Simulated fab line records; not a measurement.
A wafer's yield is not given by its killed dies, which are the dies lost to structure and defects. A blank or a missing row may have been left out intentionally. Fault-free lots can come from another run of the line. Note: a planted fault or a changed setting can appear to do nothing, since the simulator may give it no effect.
Which of the tools did it?	flow nand_harc	6 lots, 18 wafers sampled, at 1 step of a route of 1159

## WHAT EACH GAUGE READ, for each wafer
NHARC_A_SGD_CUT_INSPECT_11.
lot	measured	on	raw_defect_count
L557	day 14 13:05	defect_inspect-02	15 21 24
L561	day 15 01:00	defect_inspect-02	3 10 8
L558	day 15 03:02	defect_inspect-01	14 10 9
L565	day 16 17:29	defect_inspect-02	20 23 21
L574	day 18 12:22	defect_inspect-02	24 22 13
L578	day 19 14:16	defect_inspect-01	14 22 10

## TOOL THAT RAN EACH LOT (tool first, then ch and the chambers of the sampled wafers, then the start)
The record shows no process step preceding these readings.

## THE ANSWER, worked out from the rows above alone
Rule: what is usual is taken from the lots themselves. The widest of any qualifying gaps counts: lots, ordered by their means at a reading, are off when they make up no more than a third of the lots, leave a main group of 4 or more, and stand apart from it by 3 or more times the standard deviation of that group's means. Not used: any main group whose means are identical at the precision the tables above print for the reading. Also off: a lot with no number at a reading for which 4 or more lots have one. Any other lot the step has rows for is counted as sound.
No lot is off at any reading shown: from this, nothing can be told.

## WHAT THE SIMULATOR HAD INSERTED
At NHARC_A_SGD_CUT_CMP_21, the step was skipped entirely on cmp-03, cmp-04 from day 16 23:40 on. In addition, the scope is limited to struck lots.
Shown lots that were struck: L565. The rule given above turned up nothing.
